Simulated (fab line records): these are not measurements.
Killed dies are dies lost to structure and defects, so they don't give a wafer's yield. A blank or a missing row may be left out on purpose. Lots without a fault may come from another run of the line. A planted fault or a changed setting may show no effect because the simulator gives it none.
One fault seen from 2 desks	flow nand-harc	each desk has only its own numbers; what lay behind them comes last

## THE DEFECT DESK
Inspection counts along the route, by lot: the mean over sampled wafers that carry a number. A lot is out of limits, marked OUT, if its mean lies more than 4 standard deviations from the usual mean; the brackets give that distance.
Columns: A = raw-defect-count at NHARC_A_BONDPAD_INSPECT_23, usual 528
lot	first seen here	A
L390	day 23 09:38	419
L391	day 23 12:08	540
L392	day 23 16:17	513
L393	day 24 05:31	512
L394	day 24 16:41	599
L395	day 25 18:29	435
L397	day 26 03:16	767
L398	day 26 09:23	496
L399	day 27 04:58	622
L401	day 27 11:54	597
L403	day 28 15:28	394
L411	day 31 23:52	551
L412	day 32 18:13	602
Finding of this desk: none of the 13 lots has anything out of limits.

## DESK OF THE TOOL OWNER: krf-scanner-04
The tool's own readings at NHARC_P_GATE_EXPOSE_88 (exposes mask P HVN, target cd 2000 nm): means of the sampled wafers that have a number, for each lot that ran on this tool. A lot is out of limits, marked OUT, if its mean lies more than 4 standard deviations from the usual mean; the brackets give that distance.
Columns: A = stage-vel-mm-s at NHARC_P_GATE_EXPOSE_88, usual 499.99 mm/s
lot	first seen here	A
L391	day 6 15:01	500.21
L392	day 6 16:52	500.18
L393	day 6 22:42	499.81
L395	day 7 18:17	500.12
L397	day 8 19:34	500.23
L399	day 9 21:23	499.96
L401	day 10 06:06	500.33
L403	day 10 21:04	500.15
Finding of this desk: none of the 8 lots has anything out of limits.

## ALL TOGETHER
Nothing out of limits was seen by the defect desk.
The tool owner's desk saw nothing out of limits.

## WHAT THE SIMULATOR PUT IN
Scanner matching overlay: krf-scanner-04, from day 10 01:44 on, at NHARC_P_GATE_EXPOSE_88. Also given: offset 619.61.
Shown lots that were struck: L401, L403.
